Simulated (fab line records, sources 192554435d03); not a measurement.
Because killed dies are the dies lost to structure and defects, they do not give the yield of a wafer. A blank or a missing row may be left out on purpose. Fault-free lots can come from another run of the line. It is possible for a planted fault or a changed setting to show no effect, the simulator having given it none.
One fault seen from 2 desks | flow n5 finfet | numbers are kept per desk, each desk with only its own; the story behind them comes last

== TOOL OWNER'S DESK, rie diel-01 ==
The tool's own readings at N5_BEOL_M1_VIA_ETCH_34 (etches the open film in C4F6/O2, target depth 67.8 nm, time 64.4 s): means of the sampled wafers that have a number, for each lot that ran on this tool. Marked OUT: a lot whose mean sits more than 4 standard deviations from the usual mean, which makes it out of limits; the brackets give that distance.
Columns: A = drypump motor current A at N5_BEOL_M1_VIA_ETCH_34, usual 5.3 A; B = oes product au at N5_BEOL_M1_VIA_ETCH_34, usual 0.75 a.u.; C = rf vpp V at N5_BEOL_M1_VIA_ETCH_34, usual 668 V; D = run length s at N5_BEOL_M1_VIA_ETCH_34, usual 87.7 s; E = showerhead plenum p Torr at N5_BEOL_M1_VIA_ETCH_34, usual 2.91 Torr; F = throttle valve pct at N5_BEOL_M1_VIA_ETCH_34, usual 30.77 %
lot  | first seen here | A   | B    | C   | D               | E    | F
L960 | day 9 05:01     | 5.3 | 0.73 | 670 | 87.8            | 2.94 | 30.72
L962 | day 9 17:02     | 5.4 | 0.73 | 667 | 87.8            | 2.90 | 30.81
L964 | day 10 20:02    | 5.1 | 0.72 | 665 | 104.4 (+37) OUT | 2.90 | 30.84
L966 | day 11 04:14    | 5.2 | 0.70 | 672 | 100.2 (+28) OUT | 2.92 | 30.84
L969 | day 11 14:16    | 5.0 | 0.72 | 668 | 99.8 (+27) OUT  | 2.94 | 30.57
This desk finds L964, L966, L969 out of limits, L964 being first, at day 10 20:02 (run length s at N5_BEOL_M1_VIA_ETCH_34). In limits: L960, L962.

== AT THE METROLOGY DESK ==
What the gauges read for every lot (on any tool): the sampled wafers with a number, averaged. Marked OUT: a lot whose mean sits more than 4 standard deviations from the usual mean, which makes it out of limits; the brackets give that distance. Only the readings that lie furthest out on some lot appear, 7 of the 10 it has.
Columns: A = IOFF_N at N5_BEOL_M4_RC_MEAS_101, usual 0.160 nA/um; B = IOFF_P at N5_BEOL_M4_RC_MEAS_101, usual 0.210 nA/um; C = ION_N at N5_BEOL_M4_RC_MEAS_101, usual 675 uA/um; D = ION_P at N5_BEOL_M4_RC_MEAS_101, usual 462 uA/um; E = SS_P at N5_BEOL_M4_RC_MEAS_101, usual 73.4 mV/dec; F = VT_N at N5_BEOL_M4_RC_MEAS_101, usual 249.5 mV; G = VT_P at N5_BEOL_M4_RC_MEAS_101, usual -250.1 mV
lot  | first seen here | A     | B     | C   | D   | E    | F     | G
L950 | day 9 03:32     | 0.156 | 0.212 | 676 | 462 | 73.1 | 250.6 | -248.4
L960 | day 12 02:34    | 0.194 | 0.268 | 686 | 473 | 73.2 | 245.4 | -244.7
L962 | day 12 23:57    | 0.178 | 0.234 | 687 | 470 | 73.3 | 245.6 | -246.8
L963 | day 13 02:29    | 0.172 | 0.240 | 681 | 465 | 73.4 | 247.6 | -248.2
L964 | day 13 23:42    | 0.177 | 0.214 | 674 | 457 | 73.4 | 248.0 | -249.0
L965 | day 14 05:13    | 0.164 | 0.200 | 683 | 464 | 73.4 | 249.4 | -252.3
L966 | day 14 17:20    | 0.157 | 0.216 | 664 | 461 | 73.8 | 249.8 | -250.1
L969 | day 15 02:47    | 0.133 | 0.183 | 654 | 449 | 72.9 | 253.6 | -254.1
L973 | day 15 20:00    | 0.177 | 0.195 | 670 | 454 | 73.7 | 249.3 | -253.1
L972 | day 16 03:17    | 0.149 | 0.199 | 684 | 468 | 72.5 | 248.9 | -249.4
This desk's verdict: no lot among the 10 shows anything out of limits.

== TAKEN TOGETHER ==
An alarm could have come from the tool owner's desk at day 10 20:02, on L964, L966, L969.
Nothing out of limits was seen by the metrology desk.
The metrology desk has L964, L966, L969 on record, within its limits.
All the named lots went through N5_BEOL_M1_VIA_ETCH_34 on rie diel-01.

== WHAT THE SIMULATOR HAD PUT IN ==
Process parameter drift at N5_BEOL_M1_VIA_ETCH_34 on rie diel-01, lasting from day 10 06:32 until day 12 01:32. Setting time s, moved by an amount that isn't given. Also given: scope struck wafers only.
Struck lots among those shown: L964, L966, L969.
Delay in hours, fault start to first out-of-limits reading, by desk: the tool owner's desk at 13.
